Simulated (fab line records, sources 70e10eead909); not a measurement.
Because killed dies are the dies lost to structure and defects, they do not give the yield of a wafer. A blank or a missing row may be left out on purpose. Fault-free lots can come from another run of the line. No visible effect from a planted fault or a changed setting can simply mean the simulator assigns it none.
Matching of chambers -- flow nand harc -- NHARC_A_CHANNEL_FILL_D1_ALD_02 on ald hk-02: 4 sister chambers
The step deposits SiO2, target thk 6 nm, pulse time 10 s, ald cycles 60. 8 wafers are shown with their chamber, then 11 later ones without.

== EACH WAFER AND ITS CHAMBER ==
wafer,chamber,heater power w (W),precursor pulse height rel
L081.4,0,484,0.977
L082.4,3,468,0.989
L087.5,3,476,0.994
L086.3,0,472,1.013
L088.1,1,391,0.994
L088.2,2,448,0.952
L088.5,1,387,0.957
L089.2,2,456,1.043

== WAFERS MISSING THEIR CHAMBER ==
wafer,heater power w (W),precursor pulse height rel
L089.3,471,0.991
L089.6,477,0.972
L092.1,451,1.004
L092.2,392,1.013
L092.3,467,0.998
L093.2,451,1.003
L093.5,446,1.002
L093.6,444,1.033
L094.4,447,0.978
L094.5,454,0.982
L094.6,364,1.006

== WHICH CHAMBER EACH ONE RAN IN ==
wafer,from the rows above,in truth
L089.3,can't be placed: 3 or 0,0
L089.6,can't be placed: 0 or 3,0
L092.1,2,2
L092.2,1,1
L092.3,can't be placed: 3 or 0 or 2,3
L093.2,2,2
L093.5,2,2
L093.6,2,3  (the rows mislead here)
L094.4,2,2
L094.5,2,2
L094.6,1,1
7 of 11 placed correctly. These rows do not allow placing 3 (true chamber among the candidates in 3). Wrongly placed: 1.
How it was worked out, from the rows above alone: a wafer's distance from a chamber is the root of the sum, over the readings, of the square of ((its reading less the chamber's mean) divided by the reading's scatter). If the next closest chamber is less than 2 further off than the closest, the wafer can't be placed; otherwise it belongs to the closest. The mean given for a chamber averages the wafers shown for that chamber. The scatter: the root of (the sum of the squares of (reading less its chamber's mean) over the shown wafers, divided by (wafers less chambers)).
